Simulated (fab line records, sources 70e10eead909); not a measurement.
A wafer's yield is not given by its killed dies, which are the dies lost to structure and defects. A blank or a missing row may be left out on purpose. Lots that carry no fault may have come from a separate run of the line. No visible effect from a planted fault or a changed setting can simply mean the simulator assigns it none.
Which tool did it? ; flow nand-harc ; 72 wafers from 24 lots sampled at 6 of the route's 1302 steps

== WHAT THE GAUGES SHOWED, per wafer ==
The record lacks any reading of a measuring or inspecting step that a usual standard deviation could be used to judge.

== WHAT TOOL EACH LOT RAN ON (gives the tool, then ch and the chambers of the sampled wafers, and finally the start) ==
lot;NHARC_A_STAIRCASE_ETCH_199;NHARC_A_STAIRCASE_ETCH_201;NHARC_A_STAIRCASE_ETCH_221;NHARC_A_STAIRCASE_ETCH_225;NHARC_A_STAIRCASE_TRIM_231;NHARC_A_STAIRCASE_DEP_280
L074;rie-diel-13 ch 0,1,2, day 16 17:55 or earlier;rie-diel-13 ch 1,2, day 16 17:55 or earlier;rie-diel-13 ch 1,2, day 16 17:55 or earlier;rie-diel-13 ch 0,1,3, day 16 17:55 or earlier;rie-diel-13 ch 1,2, day 16 17:55 or earlier;pecvd-02 ch 0,1,2, day 16 17:55
L075;rie-diel-13 ch 0,1,2, day 17 07:41 or earlier;rie-diel-13 ch 1,2,3, day 17 07:41 or earlier;rie-diel-13 ch 0,2,3, day 17 07:41 or earlier;rie-diel-13 ch 0,2,3, day 17 07:41 or earlier;rie-diel-06 ch 0,2, day 17 07:41 or earlier;pecvd-01 ch 0,1,2, day 17 07:41
L076;rie-diel-13 ch 0,1,2, day 17 09:31 or earlier;rie-diel-13 ch 1,2,3, day 17 09:31 or earlier;rie-diel-13 ch 0,1,3, day 17 09:31 or earlier;rie-diel-13 ch 1,2,3, day 17 09:31 or earlier;rie-diel-01 ch 0,2,3, day 17 09:31 or earlier;pecvd-04 ch 0,1, day 17 09:31
L077;rie-diel-06 ch 0,1,2, day 17 20:19 or earlier;rie-diel-06 ch 1,2, day 17 20:19 or earlier;rie-diel-01 ch 1,3, day 17 20:19 or earlier;rie-diel-01 ch 1,2,3, day 17 20:19 or earlier;rie-diel-01 ch 0,2,3, day 17 20:19 or earlier;pecvd-02 ch 0,2, day 17 20:19
L078;rie-diel-13 ch 0,1,2, day 18 04:37 or earlier;rie-diel-13 ch 0,2,3, day 18 04:37 or earlier;rie-diel-01 ch 1,2,3, day 18 04:37 or earlier;rie-diel-01 ch 1,2,3, day 18 04:37 or earlier;rie-diel-06 ch 0,1,3, day 18 04:37 or earlier;pecvd-04 ch 0,2, day 18 04:37
L080;rie-diel-13 ch 0,3, day 18 22:36 or earlier;rie-diel-13 ch 1,2, day 18 22:36 or earlier;rie-diel-06 ch 2,3, day 18 22:36 or earlier;rie-diel-06 ch 1,2, day 18 22:36 or earlier;rie-diel-06 ch 0,3, day 18 22:36 or earlier;pecvd-01 ch 0,2, day 18 22:36
L079;rie-diel-06 ch 1,2,3, day 18 23:00 or earlier;rie-diel-06 ch 0,1,3, day 18 23:00 or earlier;rie-diel-01 ch 0,2,3, day 18 23:00 or earlier;rie-diel-01 ch 0,1,2, day 18 23:00 or earlier;rie-diel-01 ch 0,1,2, day 18 23:00 or earlier;pecvd-04 ch 0,1,2, day 18 23:00
L081;rie-diel-13 ch 0,1,2, day 19 22:37 or earlier;rie-diel-13 ch 1,2,3, day 19 22:37 or earlier;rie-diel-01 ch 0,1,2, day 19 22:37 or earlier;rie-diel-01 ch 0,2,3, day 19 22:37 or earlier;rie-diel-13 ch 1,2, day 19 22:37 or earlier;pecvd-02 ch 0,1,2, day 19 22:37
L083;rie-diel-01 ch 0,1, day 20 16:11 or earlier;rie-diel-01 ch 1,3, day 20 16:11 or earlier;rie-diel-06 ch 0,1,3, day 20 16:11 or earlier;rie-diel-06 ch 0,1, day 20 16:11 or earlier;rie-diel-01 ch 1,2, day 20 16:11 or earlier;pecvd-04 ch 0,2, day 20 16:11
L082;rie-diel-06 ch 0,3, day 20 20:11 or earlier;rie-diel-06 ch 0,1,2, day 20 20:11 or earlier;rie-diel-06 ch 0,3, day 20 20:11 or earlier;rie-diel-06 ch 0,2, day 20 20:11 or earlier;rie-diel-13 ch 1,2,3, day 20 20:11 or earlier;pecvd-01 ch 1,2, day 20 20:11
L084;rie-diel-13 ch 0,1,3, day 21 07:07 or earlier;rie-diel-13 ch 1,2,3, day 21 07:07 or earlier;rie-diel-06 ch 0,3, day 21 07:07 or earlier;rie-diel-06 ch 1,2, day 21 07:07 or earlier;rie-diel-06 ch 1,2,3, day 21 07:07 or earlier;pecvd-04 ch 0,1,2, day 21 07:07
L086;rie-diel-13 ch 0,1,2, day 21 10:49 or earlier;rie-diel-13 ch 1,2, day 21 10:49 or earlier;rie-diel-06 ch 1,2, day 21 10:49 or earlier;rie-diel-06 ch 1,2,3, day 21 10:49 or earlier;rie-diel-06 ch 1,2, day 21 10:49 or earlier;pecvd-02 ch 0,1, day 21 10:49
L085;rie-diel-01 ch 0,2,3, day 21 15:10 or earlier;rie-diel-01 ch 0,2,3, day 21 15:10 or earlier;rie-diel-06 ch 1,2,3, day 21 15:10 or earlier;rie-diel-06 ch 1,3, day 21 15:10 or earlier;rie-diel-06 ch 0,2,3, day 21 15:10 or earlier;pecvd-02 ch 0,1, day 21 15:10
L087;rie-diel-01 ch 0,2,3, day 21 18:11 or earlier;rie-diel-01 ch 0,2, day 21 18:11 or earlier;rie-diel-13 ch 0,3, day 21 18:11 or earlier;rie-diel-13 ch 0,1,3, day 21 18:11 or earlier;rie-diel-13 ch 1,2, day 21 18:11 or earlier;pecvd-04 ch 0,1,2, day 21 18:11
L088;rie-diel-13 ch 1,2,3, day 22 17:45 or earlier;rie-diel-13 ch 0,3, day 22 17:45 or earlier;rie-diel-06 ch 0,1,2, day 22 17:45 or earlier;rie-diel-06 ch 1,2,3, day 22 17:45 or earlier;rie-diel-06 ch 1,2,3, day 22 17:45 or earlier;pecvd-02 ch 0,1, day 22 17:45
L089;rie-diel-06 ch 0,1,3, day 22 18:08 or earlier;rie-diel-06 ch 0,2,3, day 22 18:08 or earlier;rie-diel-13 ch 0,1,2, day 22 18:08 or earlier;rie-diel-13 ch 0,1,3, day 22 18:08 or earlier;rie-diel-13 ch 0,1, day 22 18:08 or earlier;pecvd-04 ch 0,2, day 22 18:08
L090;rie-diel-06 ch 0,2, day 23 07:42 or earlier;rie-diel-06 ch 1,3, day 23 07:42 or earlier;rie-diel-01 ch 1,2,3, day 23 07:42 or earlier;rie-diel-01 ch 1,2, day 23 07:42 or earlier;rie-diel-01 ch 0,1,2, day 23 07:42 or earlier;pecvd-04 ch 0,1,2, day 23 07:42
L093;rie-diel-13 ch 0,1,3, day 24 02:25 or earlier;rie-diel-13 ch 0,1,3, day 24 02:25 or earlier;rie-diel-13 ch 0,1,3, day 24 02:25 or earlier;rie-diel-13 ch 1,2, day 24 02:25 or earlier;rie-diel-13 ch 2,3, day 24 02:25 or earlier;pecvd-02 ch 0,1, day 24 02:25
L091;rie-diel-01 ch 2,3, day 24 02:09 or earlier;rie-diel-01 ch 0,2,3, day 24 02:09 or earlier;rie-diel-01 ch 0,2,3, day 24 02:09 or earlier;rie-diel-01 ch 0,1,2, day 24 02:09 or earlier;rie-diel-01 ch 1,3, day 24 02:09 or earlier;pecvd-04 ch 1,2, day 24 02:09
L092;rie-diel-13 ch 0,3, day 24 03:41 or earlier;rie-diel-13 ch 0,1,2, day 24 03:41 or earlier;rie-diel-01 ch 2,3, day 24 03:41 or earlier;rie-diel-01 ch 0,1, day 24 03:41 or earlier;rie-diel-01 ch 0,1,2, day 24 03:41 or earlier;pecvd-02 ch 0,2, day 24 03:41
L094;rie-diel-13 ch 2,3, day 24 21:01 or earlier;rie-diel-13 ch 0,1,2, day 24 21:01 or earlier;rie-diel-01 ch 0,2,3, day 24 21:01 or earlier;rie-diel-01 ch 1,3, day 24 21:01 or earlier;rie-diel-13 ch 0,1, day 24 21:01 or earlier;pecvd-02 ch 1,2, day 24 21:01
L096;rie-diel-06 ch 0,2,3, day 25 15:20 or earlier;rie-diel-06 ch 0,2,3, day 25 15:20 or earlier;rie-diel-06 ch 0,1,3, day 25 15:20 or earlier;rie-diel-06 ch 0,2,3, day 25 15:20 or earlier;rie-diel-01 ch 1,2,3, day 25 15:20 or earlier;pecvd-01 ch 1,2, day 25 15:20
L095;rie-diel-13 ch 0,1,2, day 25 17:11 or earlier;rie-diel-13 ch 0,1,2, day 25 17:11 or earlier;rie-diel-06 ch 1,2, day 25 17:11 or earlier;rie-diel-06 ch 0,1,2, day 25 17:11 or earlier;rie-diel-06 ch 0,1,3, day 25 17:11 or earlier;pecvd-01 ch 1,2, day 25 17:11
L097;rie-diel-13 ch 0,1,3, day 26 01:55 or earlier;rie-diel-13 ch 1,2,3, day 26 01:55 or earlier;rie-diel-13 ch 1,3, day 26 01:55 or earlier;rie-diel-13 ch 1,2, day 26 01:55 or earlier;rie-diel-13 ch 1,2, day 26 01:55 or earlier;pecvd-04 ch 0,1,2, day 26 01:55
- NHARC_A_STAIRCASE_ETCH_199: etches the open film in C4F8/O2, target depth 100 nm, time 40.5 s.
- NHARC_A_STAIRCASE_ETCH_201: etches the open film in C4F8/O2, target depth 100 nm, time 40.5 s.
- NHARC_A_STAIRCASE_ETCH_221: etches the open film in C4F8/O2, target depth 100 nm, time 40.5 s.
- NHARC_A_STAIRCASE_ETCH_225: etches the open film in C4F8/O2, target depth 100 nm, time 40.5 s.
- NHARC_A_STAIRCASE_TRIM_231: chemistry O2, time 211.2 s.
- NHARC_A_STAIRCASE_DEP_280: deposits SiON, target thk 30 nm.

== WHAT THE TOOLS THEMSELVES READ (means of the sampled wafers that have a number; where no wafer has one, the mark that the record gives instead) ==
NHARC_A_STAIRCASE_ETCH_199.
lot;tool;oes-product-au (a.u.);rf-vpp-V (V)
L074;rie-diel-13;0.953;900
L075;rie-diel-13;0.938;900
L076;rie-diel-13;0.934;901
L077;rie-diel-06;0.935;892
L078;rie-diel-13;0.960;899
L080;rie-diel-13;0.945;897
L079;rie-diel-06;0.936;893
L081;rie-diel-13;0.966;900
L083;rie-diel-01;0.932;900
L082;rie-diel-06;0.952;892
L084;rie-diel-13;0.941;900
L086;rie-diel-13;0.949;900
L085;rie-diel-01;0.926;900
L087;rie-diel-01;0.939;901
L088;rie-diel-13;0.952;898
L089;rie-diel-06;0.942;897
L090;rie-diel-06;0.949;892
L093;rie-diel-13;0.936;899
L091;rie-diel-01;0.957;896
L092;rie-diel-13;0.937;897
L094;rie-diel-13;0.944;897
L096;rie-diel-06;0.934;894
L095;rie-diel-13;0.947;898
L097;rie-diel-13;0.970;898

NHARC_A_STAIRCASE_ETCH_201.
lot;tool;oes-product-au (a.u.);rf-vpp-V (V)
L074;rie-diel-13;0.946;900
L075;rie-diel-13;0.941;899
L076;rie-diel-13;0.944;899
L077;rie-diel-06;0.935;890
L078;rie-diel-13;0.949;898
L080;rie-diel-13;0.943;902
L079;rie-diel-06;0.945;891
L081;rie-diel-13;0.952;898
L083;rie-diel-01;0.933;898
L082;rie-diel-06;0.943;891
L084;rie-diel-13;0.956;898
L086;rie-diel-13;0.951;899
L085;rie-diel-01;0.927;901
L087;rie-diel-01;0.945;897
L088;rie-diel-13;0.942;897
L089;rie-diel-06;0.947;893
L090;rie-diel-06;0.943;903
L093;rie-diel-13;0.952;899
L091;rie-diel-01;0.930;900
L092;rie-diel-13;0.940;898
L094;rie-diel-13;0.944;898
L096;rie-diel-06;0.944;893
L095;rie-diel-13;0.938;898
L097;rie-diel-13;0.953;898

NHARC_A_STAIRCASE_ETCH_221.
lot;tool;oes-product-au (a.u.);rf-vpp-V (V)
L074;rie-diel-13;0.931;901
L075;rie-diel-13;0.926;897
L076;rie-diel-13;0.926;900
L077;rie-diel-01;0.926;899
L078;rie-diel-01;0.922;898
L080;rie-diel-06;0.915;896
L079;rie-diel-01;0.917;900
L081;rie-diel-01;0.941;899
L083;rie-diel-06;0.944;892
L082;rie-diel-06;0.931;894
L084;rie-diel-06;0.928;894
L086;rie-diel-06;0.930;890
L085;rie-diel-06;0.950;893
L087;rie-diel-13;0.946;898
L088;rie-diel-06;0.954;898
L089;rie-diel-13;0.943;899
L090;rie-diel-01;0.929;898
L093;rie-diel-13;0.937;898
L091;rie-diel-01;0.932;901
L092;rie-diel-01;0.921;896
L094;rie-diel-01;0.926;899
L096;rie-diel-06;0.930;897
L095;rie-diel-06;0.918;900
L097;rie-diel-13;0.931;901

NHARC_A_STAIRCASE_ETCH_225.
lot;tool;oes-product-au (a.u.);rf-vpp-V (V)
L074;rie-diel-13;0.939;899
L075;rie-diel-13;0.926;897
L076;rie-diel-13;0.948;900
L077;rie-diel-01;0.931;898
L078;rie-diel-01;0.918;898
L080;rie-diel-06;0.934;893
L079;rie-diel-01;0.940;899
L081;rie-diel-01;0.920;900
L083;rie-diel-06;0.935;888
L082;rie-diel-06;0.943;894
L084;rie-diel-06;0.931;889
L086;rie-diel-06;0.936;893
L085;rie-diel-06;0.950;892
L087;rie-diel-13;0.950;899
L088;rie-diel-06;0.949;899
L089;rie-diel-13;0.943;898
L090;rie-diel-01;0.940;894
L093;rie-diel-13;0.939;901
L091;rie-diel-01;0.934;897
L092;rie-diel-01;0.926;901
L094;rie-diel-01;0.937;901
L096;rie-diel-06;0.931;893
L095;rie-diel-06;0.936;897
L097;rie-diel-13;0.946;898

NHARC_A_STAIRCASE_TRIM_231.
lot;tool;drypump-motor-current-A (A);mfc-ar-sccm (sccm);o2-flow-sccm (sccm);oes-product-au (a.u.);rf-vpp-V (V);showerhead-plenum-p-Torr (Torr);throttle-valve-pct (%)
L074;rie-diel-13;5.7;0.037;499.2;1.005;58.1;3.63;17.039
L075;rie-diel-06;5.6;0.029;500.4;0.990;57.9;3.45;17.031
L076;rie-diel-01;5.7;0.001;501.3;0.998;58.6;3.67;17.038
L077;rie-diel-01;5.7;0.001;499.3;0.995;58.4;3.67;17.040
L078;rie-diel-06;5.4;0.015;498.2;1.002;57.8;3.40;17.030
L080;rie-diel-06;5.2;0.028;501.0;1.004;57.6;3.44;17.040
L079;rie-diel-01;5.6;0.003;500.0;0.987;56.9;3.61;17.034
L081;rie-diel-13;5.8;0.032;500.4;1.002;58.4;3.67;17.037
L083;rie-diel-01;5.7;0.003;499.8;0.989;57.9;3.50;17.039
L082;rie-diel-13;5.8;0.028;501.7;1.004;58.1;3.61;17.032
L084;rie-diel-06;5.7;0.004;499.1;0.998;57.4;3.44;17.032
L086;rie-diel-06;5.8;0.003;501.1;0.993;56.7;3.36;17.045
L085;rie-diel-06;5.6;0.017;498.9;1.009;57.0;3.48;17.048
L087;rie-diel-13;5.8;0.032;499.6;1.006;58.3;3.66;17.036
L088;rie-diel-06;5.7;0.004;497.7;0.990;57.7;3.61;17.033
L089;rie-diel-13;5.7;0.019;498.7;1.000;58.0;3.67;17.031
L090;rie-diel-01;5.6;0.003;500.7;1.000;57.8;3.59;17.033
L093;rie-diel-13;5.6;0.033;499.7;1.015;57.1;3.53;17.039
L091;rie-diel-01;6.1;0.004;501.4;0.994;58.4;3.65;17.040
L092;rie-diel-01;5.6;0.003;500.0;1.000;57.5;3.58;17.040
L094;rie-diel-13;5.5;0.009;498.9;0.999;58.9;3.62;17.038
L096;rie-diel-01;5.9;0.004;501.3;0.988;58.5;3.57;17.039
L095;rie-diel-06;5.4;0.015;500.0;0.998;57.2;3.55;17.042
L097;rie-diel-13;5.6;0.037;500.0;1.008;57.8;3.58;17.047

NHARC_A_STAIRCASE_DEP_280.
lot;tool;heater-power-w (W)
L074;pecvd-02;861
L075;pecvd-01;662
L076;pecvd-04;663
L077;pecvd-02;902
L078;pecvd-04;670
L080;pecvd-01;600
L079;pecvd-04;728
L081;pecvd-02;812
L083;pecvd-04;755
L082;pecvd-01;626
L084;pecvd-04;735
L086;pecvd-02;723
L085;pecvd-02;752
L087;pecvd-04;732
L088;pecvd-02;811
L089;pecvd-04;729
L090;pecvd-04;697
L093;pecvd-02;804
L091;pecvd-04;767
L092;pecvd-02;788
L094;pecvd-02;831
L096;pecvd-01;650
L095;pecvd-01;606
L097;pecvd-04;718

== THE ANSWER, worked out from the rows above alone ==
Rule: usual is defined by the lots themselves. The widest of any qualifying gaps counts: lots, ordered by their means at a reading, are off when they make up no more than a third of the lots, leave a main group of 4 or more, and stand apart from it by 3 or more times the standard deviation of that group's means. Not used: any main group whose means are identical at the precision the tables above print for the reading. A lot without any number at a reading at which 4 lots or more have one is off too. Where the step has rows for the other lots, those lots are counted as sound. The gauges are gone through in route order, then the tools' own readings, and for those a lot's mean is taken as printed above. The first step at which some lot is off is used, and at that step the reading that is off furthest; a lot without a number counts as furthest.
Nothing can be told from this: no lot is off at any reading shown.

== WHAT THE SIMULATOR HAD INSERTED ==
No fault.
